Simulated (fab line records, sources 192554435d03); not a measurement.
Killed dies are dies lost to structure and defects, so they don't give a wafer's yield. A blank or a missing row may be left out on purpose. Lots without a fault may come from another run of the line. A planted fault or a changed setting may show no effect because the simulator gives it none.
Which tool did it? | flow n5_finfet | 7 lots, 19 wafers sampled, at 8 steps of a route of 1938

WHAT THE GAUGES READ, wafer by wafer
N5_BEOL_M14_CD_MEAS_28: target cd 284.4 nm.
lot  | measured     | on        | cd_nm (nm)
L587 | day 11 17:27 | cd_sem-01 | 285.2 284.1 284.0
L588 | day 12 09:21 | cd_sem-03 | 284.3 284.5 285.3
L593 | day 13 14:58 | cd_sem-02 | 285.3 286.1
L598 | day 15 05:15 | cd_sem-01 | 285.5 285.7
L603 | day 16 11:40 | cd_sem-03 | 283.6 281.6 282.9
L606 | day 17 07:26 | cd_sem-03 | 283.6 283.2 283.3
L607 | day 17 21:19 | cd_sem-01 | 283.2 282.5 281.5

N5_BEOL_M14_OCD_MEAS_35.
lot  | measured     | on     | trench_depth_nm (nm)
L587 | day 11 18:13 | ocd-01 | 567 568 562
L588 | day 12 10:03 | ocd-01 | 556 552 562
L593 | day 13 15:40 | ocd-01 | 414 560
L598 | day 15 05:57 | ocd-01 | 420 566
L603 | day 16 12:23 | ocd-02 | 573 575 549
L606 | day 17 08:31 | ocd-02 | 544 552 556
L607 | day 17 22:01 | ocd-01 | 558 576 565

N5_BEOL_M14_THK_MEAS_50: measures by xrf.
lot  | measured     | on            | M14_THK (nm)
L587 | day 11 20:26 | film_metro-02 | 567 569 564
L588 | day 12 13:43 | film_metro-02 | 553 550 559
L593 | day 13 19:12 | film_metro-02 | 420 563
L598 | day 15 09:46 | film_metro-01 | 415 554
L603 | day 16 16:54 | film_metro-02 | 569 569 545
L606 | day 17 12:38 | film_metro-02 | 548 558 558
L607 | day 18 01:38 | film_metro-01 | 550 567 558

N5_BEOL_M14_RS_MEAS_54: measures by four-point-probe.
lot  | measured     | on            | M14_RS (ohm/sq)
L587 | day 11 20:34 | film_metro-01 | 0.0326 0.0325 0.0328
L588 | day 12 13:50 | film_metro-01 | 0.0331 0.0335 0.0328
L593 | day 13 19:20 | film_metro-02 | 0.0446 0.0328
L598 | day 15 09:53 | film_metro-01 | 0.0442 0.0327
L603 | day 16 17:02 | film_metro-02 | 0.0322 0.0321 0.0336
L606 | day 17 12:46 | film_metro-02 | 0.0339 0.0333 0.0331
L607 | day 18 01:46 | film_metro-01 | 0.0331 0.0320 0.0327

N5_BEOL_M15_RC_MEAS_101.
lot  | measured     | on        | COMB_M10 (S/m)             | COMB_M11 (S/m)             | COMB_M12 (S/m)          | COMB_M13 (S/m)          | COMB_M13_max_site (S/m) | COMB_M15 (S/m)          | COMB_M5 (S/m)           | COMB_M6 (S/m)           | COMB_M7 (S/m)           | COMB_M8 (S/m)           | COMB_M9 (S/m)              | COMB_M9_max_site (S/m)  | SERP_M10 (ohm/um) | SERP_M11 (ohm/um) | SERP_M12 (ohm/um) | SERP_M13 (ohm/um) | SERP_M14 (ohm/um) | SERP_M14_max_site (ohm/um) | SERP_M5 (ohm/um) | SERP_M6 (ohm/um) | SERP_M7 (ohm/um) | SERP_M8 (ohm/um) | SERP_M9 (ohm/um)
L587 | day 12 03:09 | prober-02 | 1.46e-11 1.34e-11 1.61e-11 | 1.38e-11 1.54e-11 1.44e-11 | 7.1e-12 6.4e-12 4.5e-12 | 4.6e-12 5.9e-12 7.1e-12 | 6e-12 6.3e-12 9.1e-12   | 2.7e-12 2.7e-12 2.5e-12 | 3.7e-11 4.8e-11 4.6e-11 | 1.9e-11 1.8e-11 3e-11   | 3.3e-11 3.5e-11 2.6e-11 | 2.8e-11 2.8e-11 3.3e-11 | 1.75e-11 1.73e-11 1.38e-11 | 2.2e-11 2.1e-11 1.6e-11 | 3.07 3.14 3.04    | 2.93 3.00 2.95    | 0.653 0.628 0.653 | 0.298 0.300 0.297 | 0.156 0.156 0.158 | 0.158 0.158 0.159          | 39.9 38.3 38.5   | 14.1 13.4 13.5   | 13.0 13.7 13.3   | 13.5 13.3 13.5   | 3.07 3.10 3.16
L588 | day 12 20:03 | prober-01 | 1.65e-11 1.91e-11 1.35e-11 | 1.54e-11 1.62e-11 1.78e-11 | 5.4e-12 4e-12 6.2e-12   | 5.7e-12 3.6e-12 3.9e-12 | 7.2e-12 6.8e-12 6e-12   | 2.3e-12 2.4e-12 2.1e-12 | 3.6e-11 3.1e-11 3.7e-11 | 3.3e-11 2.7e-11 2e-11   | 2.5e-11 2.2e-11 2.9e-11 | 2.3e-11 2.3e-11 2.8e-11 | 1.14e-11 1.33e-11 1.75e-11 | 1.6e-11 2.2e-11 2.7e-11 | 3.00 3.01 3.02    | 2.98 3.16 3.10    | 0.635 0.647 0.637 | 0.306 0.303 0.299 | 0.161 0.161 0.157 | 0.162 0.162 0.159          | 37.9 37.1 36.3   | 13.9 13.9 14.0   | 13.9 14.0 13.4   | 13.2 13.0 13.2   | 3.03 3.07 3.00
L593 | day 14 00:50 | prober-01 | 1.61e-11 1.58e-11          | 1.17e-11 1.41e-11          | 6.7e-12 7.5e-12         | 4.9e-12 6.7e-12         | 7.7e-12 8.3e-12         | 2.3e-12 1.6e-12         | 4.8e-11 3.5e-11         | 3.5e-11 2.8e-11         | 1.5e-11 2e-11           | 2.6e-11 2.3e-11         | 9e-12 1.06e-11             | 1.3e-11 1.7e-11         | 3.07 3.08         | 3.14 3.03         | 0.647 0.668       | 0.310 0.310       | 0.218 0.157       | 0.218 0.158                | 41.6 42.5        | 13.6 14.5        | 13.2 12.6        | 13.6 13.8        | 3.09 3.06
L598 | day 15 17:34 | prober-02 | 2.11e-11 1.7e-11           | 1.65e-11 1.14e-11          | 5.4e-12 6.2e-12         | 7.5e-12 5.4e-12         | 9e-12 8.6e-12           | 2.1e-12 2.2e-12         | 2.9e-11 4e-11           | 1.8e-11 1.8e-11         | 2.7e-11 1.9e-11         | 1.8e-11 3.3e-11         | 1.23e-11 2.04e-11          | 2e-11 2.4e-11           | 3.12 3.10         | 3.07 2.98         | 0.648 0.652       | 0.303 0.307       | 0.215 0.156       | 0.220 0.157                | 41.3 38.9        | 14.2 14.8        | 13.6 13.0        | 14.2 13.9        | 3.11 3.08
L603 | day 16 23:26 | prober-02 | 1.54e-11 1.2e-11 1.15e-11  | 1.47e-11 1.58e-11 1.74e-11 | 6.1e-12 6.4e-12 7.3e-12 | 4.8e-12 4.7e-12 4.6e-12 | 5.9e-12 5.6e-12 7e-12   | 2.9e-12 3.1e-12 2.7e-12 | 3.5e-11 4.4e-11 2.6e-11 | 2.9e-11 3.4e-11 3.5e-11 | 3.4e-11 2e-11 2.3e-11   | 2.9e-11 2.8e-11 2.4e-11 | 1.66e-11 1.34e-11 1.35e-11 | 1.8e-11 1.8e-11 2e-11   | 3.03 3.11 2.99    | 2.96 3.05 3.03    | 0.643 0.646 0.644 | 0.306 0.306 0.301 | 0.156 0.158 0.164 | 0.158 0.159 0.167          | 40.1 39.5 38.7   | 13.2 13.4 13.6   | 13.6 14.4 13.8   | 14.2 14.4 14.8   | 3.04 2.98 3.07
L606 | day 17 20:10 | prober-01 | 1.7e-11 1.6e-11 1.45e-11   | 1.58e-11 2.08e-11 1.17e-11 | 5.3e-12 7.9e-12 5.8e-12 | 3.5e-12 4e-12 1.9e-12   | 5.7e-12 4.7e-12 4.2e-12 | 2.1e-12 1.4e-12 1.7e-12 | 4.9e-11 5.2e-11 3.1e-11 | 2.3e-11 2.5e-11 2.4e-11 | 1.6e-11 2.9e-11 3e-11   | 1.9e-11 3.4e-11 2.3e-11 | 1.87e-11 1.56e-11 1.78e-11 | 2.6e-11 2.9e-11 2.2e-11 | 3.03 3.04 2.99    | 3.11 3.14 3.12    | 0.651 0.654 0.649 | 0.305 0.315 0.306 | 0.166 0.161 0.159 | 0.168 0.163 0.160          | 40.9 41.3 40.2   | 14.2 13.8 13.7   | 14.4 13.5 13.7   | 13.7 13.4 13.6   | 3.12 3.02 3.05
L607 | day 18 08:59 | prober-02 | 1.41e-11 1.1e-11 1.3e-11   | 1.47e-11 1.61e-11 1.76e-11 | 4.9e-12 6.1e-12 7.6e-12 | 4.8e-12 4.6e-12 5.6e-12 | 7.9e-12 5.8e-12 7.5e-12 | 2.9e-12 3.5e-12 3e-12   | 3.5e-11 3.8e-11 2.8e-11 | 3.8e-11 3e-11 3.7e-11   | 2.9e-11 3.3e-11 3e-11   | 2.5e-11 2.4e-11 1.9e-11 | 1.2e-11 1.33e-11 1.63e-11  | 2.4e-11 1.7e-11 2.3e-11 | 3.07 3.09 3.09    | 3.03 3.09 3.03    | 0.638 0.641 0.640 | 0.307 0.304 0.301 | 0.163 0.157 0.161 | 0.165 0.159 0.162          | 38.8 36.9 36.1   | 13.9 13.8 13.5   | 13.6 13.4 13.1   | 13.7 13.2 13.3   | 3.06 3.16 3.02

WHICH TOOL RAN EACH LOT (tool, then ch and the chambers of the sampled wafers, then the start)
lot  | N5_BEOL_M14_DESCUM_33              | N5_BEOL_M14_TRENCH_ETCH_34         | N5_BEOL_M14_SPUTTER_43
L587 | rie_diel-04 ch 1,2,3, day 11 17:35 | rie_diel-04 ch 1,2,3, day 11 18:03 | pvd_sputter-02, day 11 19:01
L588 | rie_diel-04 ch 2,3, day 12 09:26   | rie_diel-04 ch 2,3, day 12 09:53   | pvd_sputter-03, day 12 12:39
L593 | rie_diel-04 ch 1,2, day 13 15:03   | rie_diel-04 ch 1,2, day 13 15:30   | pvd_sputter-02, day 13 18:08
L598 | rie_diel-04 ch 0,3, day 15 05:20   | rie_diel-04 ch 0,3, day 15 05:47   | pvd_sputter-01, day 15 08:42
L603 | rie_diel-06 ch 0,3, day 16 11:47   | rie_diel-06 ch 0,3, day 16 12:14   | pvd_sputter-03, day 16 15:44
L606 | rie_diel-03 ch 1,2,3, day 17 07:54 | rie_diel-03 ch 1,2,3, day 17 08:21 | pvd_sputter-02, day 17 11:35
L607 | rie_diel-06 ch 1,2,3, day 17 21:24 | rie_diel-06 ch 1,2,3, day 17 21:52 | pvd_sputter-03, day 18 00:32
- N5_BEOL_M14_DESCUM_33: chemistry O2, time 7.9 s.
- N5_BEOL_M14_TRENCH_ETCH_34: etches SiO2 in C4F8/O2/Ar, target depth 556.65 nm, time 126.9 s.
- N5_BEOL_M14_SPUTTER_43: material TaN, target thk 15 nm, time 24.19 s.

WHAT THE TOOLS THEMSELVES READ (means of the sampled wafers that have a number; where no wafer has one, the mark that the record gives instead)
N5_BEOL_M14_DESCUM_33.
lot  | tool        | drypump_motor_current_A (A) | oes_product_au (a.u.) | rf_vpp_V (V) | showerhead_plenum_p_Torr (Torr) | throttle_valve_pct (%)
L587 | rie_diel-04 | 5.6                         | 0.85                  | 244.3        | 2.12                            | 20.0
L588 | rie_diel-04 | 5.6                         | 0.82                  | 243.4        | 2.11                            | 19.9
L593 | rie_diel-04 | 5.7                         | 0.83                  | 243.4        | 2.12                            | 20.1
L598 | rie_diel-04 | 5.5                         | 0.79                  | 244.2        | 2.16                            | 20.4
L603 | rie_diel-06 | 6.2                         | 0.84                  | 243.4        | 2.11                            | 20.3
L606 | rie_diel-03 | 5.7                         | 0.84                  | 244.2        | 2.12                            | 20.4
L607 | rie_diel-06 | 5.6                         | 0.78                  | 243.0        | 2.03                            | 20.6

N5_BEOL_M14_TRENCH_ETCH_34.
lot  | tool        | O2_flow_sccm (sccm) | drypump_motor_current_A (A) | oes_product_au (a.u.) | rf_vpp_V (V) | showerhead_plenum_p_Torr (Torr) | throttle_valve_pct (%)
L587 | rie_diel-04 | 12.01               | 5.7                         | 0.86                  | 2224         | 3.49                            | 30.57
L588 | rie_diel-04 | 11.99               | 5.6                         | 0.82                  | 2224         | 3.48                            | 30.44
L593 | rie_diel-04 | 11.95               | 5.8                         | 0.77                  | 2226         | 3.49                            | 30.57
L598 | rie_diel-04 | 11.99               | 5.5                         | 0.74                  | 2220         | 3.53                            | 30.73
L603 | rie_diel-06 | 12.00               | 6.2                         | 0.85                  | 2229         | 3.47                            | 30.87
L606 | rie_diel-03 | 11.99               | 5.7                         | 0.82                  | 2246         | 3.49                            | 30.87
L607 | rie_diel-06 | 12.02               | 5.6                         | 0.78                  | 2216         | 3.36                            | 31.18

N5_BEOL_M14_SPUTTER_43.
lot  | tool           | cathode_dc_power_W (W) | throttle_valve_pct (%)
L587 | pvd_sputter-02 | 14999                  | 30.5
L588 | pvd_sputter-03 | 15000                  | 30.3
L593 | pvd_sputter-02 | 14999                  | 30.4
L598 | pvd_sputter-01 | 15004                  | 30.1
L603 | pvd_sputter-03 | 14997                  | 30.1
L606 | pvd_sputter-02 | 15001                  | 29.5
L607 | pvd_sputter-03 | 14999                  | 29.3

THE ANSWER, worked out from the rows above alone
Rule: what is usual is taken from the lots themselves. Put in order of their means at a reading, lots are off if they are a third of the lots or fewer, leave a main group of 4 or more, and stand apart from it by a gap of 3 or more times the standard deviation of the main group's means; of several such gaps the widest counts. A main group whose means are all the same, to the digits that the tables above print for the reading, isn't used. A lot without any number at a reading at which 4 lots or more have one is off too. The other lots that the step has rows for count as sound. The gauges are gone through in route order, then the tools' own readings, and for those a lot's mean is taken as printed above. The first step at which some lot is off is used, and at that step the reading that is off furthest; a lot without a number counts as furthest.
Off: L593, L598, at N5_BEOL_M14_OCD_MEAS_35 (trench_depth_nm). The main group: mean 561 nm, standard deviation 6.3.
A tool fits if, at a process step before that reading, it ran every lot that is off, and no sound lot after the first of them. The gauges at N5_BEOL_M14_OCD_MEAS_35 aren't tried: what is off there is off at N5_BEOL_M14_THK_MEAS_50 too, on other tools, and a gauge's error can't cause that. One fits: rie_diel-04 at N5_BEOL_M14_DESCUM_33 and N5_BEOL_M14_TRENCH_ETCH_34. At N5_BEOL_M14_DESCUM_33 its last sound lot is L588 (day 12 09:26), its first lot that is off L593 (day 13 15:03): a fault that began between those two fits.

WHAT THE SIMULATOR HAD PUT IN
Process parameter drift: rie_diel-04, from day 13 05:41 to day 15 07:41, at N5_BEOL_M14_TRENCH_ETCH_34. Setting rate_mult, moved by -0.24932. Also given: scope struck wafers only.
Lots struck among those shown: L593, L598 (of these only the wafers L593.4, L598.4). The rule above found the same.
